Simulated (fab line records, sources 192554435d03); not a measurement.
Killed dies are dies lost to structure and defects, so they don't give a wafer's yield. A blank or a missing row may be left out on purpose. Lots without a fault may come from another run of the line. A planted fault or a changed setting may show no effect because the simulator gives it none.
A struck lot beside a sound one | flow n5_finfet | 15 steps out of a route of 1938
Sound: wafers L721.1, L721.3, L721.4. Struck: wafer L732.3. (L732.1, L732.2 of the same lot were not struck and are left out.) The cause comes at the end.
At each step with rows: each side's tool, then ch and its chambers, then its first start. Under that, the readings that differ: sound wafers | struck wafers | difference of the means | sigmas: that difference in standard deviations of wafers without a fault.
alike: readings whose means differ by less than 2 such deviations, and words and numbers that are the same on both sides. not compared: withheld readings, readings that some wafer has no value for, bounds like >300 that may hide the same value, and numbers for which the record gives no deviation and whose values overlap.
The two part at a step that has a row with sigmas, a row that says differs or no value, or rows on one side only. Numbers that don't overlap but have no deviation are shown without sigmas and don't part them. A reading that every wafer of one side lacks parts them only if that side has two wafers or more.

first, 7 steps without rows for these wafers: N5_PMOS_HMC_CHANNEL_EPI_COAT_31 (time 60 s, resist thk 66 nm); N5_PMOS_HMC_CHANNEL_EPI_COAT_03 (resist thk 205 nm); N5_PMOS_HMC_CHANNEL_EPI_EBR_05; N5_PMOS_HMC_CHANNEL_EPI_SOFTBAKE_04 (time 60 s); N5_PMOS_HMC_CHANNEL_EPI_EXPOSE_06 (exposes mask PMOS HMC BLK, target cd 240 nm); N5_PMOS_HMC_CHANNEL_EPI_PEB_07 (peb time 60 s); N5_PMOS_HMC_CHANNEL_EPI_DEVELOP_08 (develop time 30 s).
N5_PMOS_HMC_CHANNEL_EPI_CD_MEAS_09: target cd 237.4 nm.
  sound on cd_sem-01 ch 0, day 2 05:17; struck on cd_sem-01 ch 0, day 4 23:52
  alike: cd_nm
N5_PMOS_HMC_CHANNEL_EPI_OVL_MEAS_10:
  sound on overlay-01 ch 0, day 2 05:19; struck on overlay-02 ch 0, day 4 23:53
  reading               | sound       | struck | difference | sigmas
  PMOS_HMC_BLK_OVL (nm) | 1.2 0.0 0.3 | -0.9   | -1.4       | -2
N5_PMOS_HMC_CHANNEL_EPI_INSPECT_11: inspects for defects (macro).
  sound on defect_inspect-01, day 2 05:20; struck on defect_inspect-02, day 4 23:55
  reading          | sound | struck | difference | sigmas
  raw_defect_count | 1 2 1 | 5      | +4         | +3
N5_PMOS_HMC_CHANNEL_EPI_DESCUM_14: chemistry O2, time 7.9 s.
  sound on rie_diel-05 ch 0,1,3, day 2 06:12; struck on rie_diel-05 ch 0, day 5 00:19
  alike: drypump_motor_current_A, oes_product_au, rf_vpp_V, showerhead_plenum_p_Torr, throttle_valve_pct
  not compared: rf_hours_counter_h
N5_PMOS_HMC_CHANNEL_EPI_ETCH_32: etches BARC in N2/H2, stops on SiO2, target depth 85.8 nm, time 50.3 s.
  sound on rie_diel-05 ch 0,1,3, day 2 06:14; struck on rie_diel-05 ch 0, day 5 00:21
  alike: drypump_motor_current_A, h2_flow_sccm, oes_product_au, rf_vpp_V, showerhead_plenum_p_Torr, throttle_valve_pct
  not compared: rf_hours_counter_h
N5_PMOS_HMC_CHANNEL_EPI_HM_OPEN_15: chemistry CHF3/O2, target SiO2, target depth 40.6 nm, time 20.3 s.
  sound on rie_diel-05 ch 0,1,3, day 2 06:17; struck on rie_diel-05 ch 0, day 5 00:23
  reading                                                         | sound            | struck | difference | sigmas
  oes_product_au (a.u.)                                           | 0.77 0.68 0.81   | 1.00   | +0.25      | +3
  model.etch.depth_nm (nm)                                        | 40.6 39.86 41.83 | 58.53  | +17.77     |
  model.CAR-ArF-block_of_PMOS_HMC_CHANNEL_EPI_COAT_03.thk_nm (nm) | 94.18 96.74 87.2 | 69.39  | -23.32     |
  alike: drypump_motor_current_A, rf_vpp_V, showerhead_plenum_p_Torr, throttle_valve_pct
  not compared: rf_hours_counter_h
N5_PMOS_HMC_CHANNEL_EPI_STRIP_33: strips in N2/H2.
  sound on rie_diel-05 ch 0,1,3, day 2 06:20; struck on rie_diel-05 ch 0, day 5 00:27
  reading     | sound             | struck | difference | sigmas
  power_w (W) | 499.2 501.7 500.8 | 497.6  | -3.0       | -2
  alike: drypump_motor_current_A, h2_flow_sccm, oes_product_au, rf_vpp_V, showerhead_plenum_p_Torr, throttle_valve_pct
  not compared: rf_hours_counter_h
then, 1 step without rows for these wafers: N5_PASSIVATION_PROBE_49.

WHERE THEY PART
First at N5_PMOS_HMC_CHANNEL_EPI_OVL_MEAS_10; last, within this record, at N5_PMOS_HMC_CHANNEL_EPI_STRIP_33.

WHY: what the simulator had put in
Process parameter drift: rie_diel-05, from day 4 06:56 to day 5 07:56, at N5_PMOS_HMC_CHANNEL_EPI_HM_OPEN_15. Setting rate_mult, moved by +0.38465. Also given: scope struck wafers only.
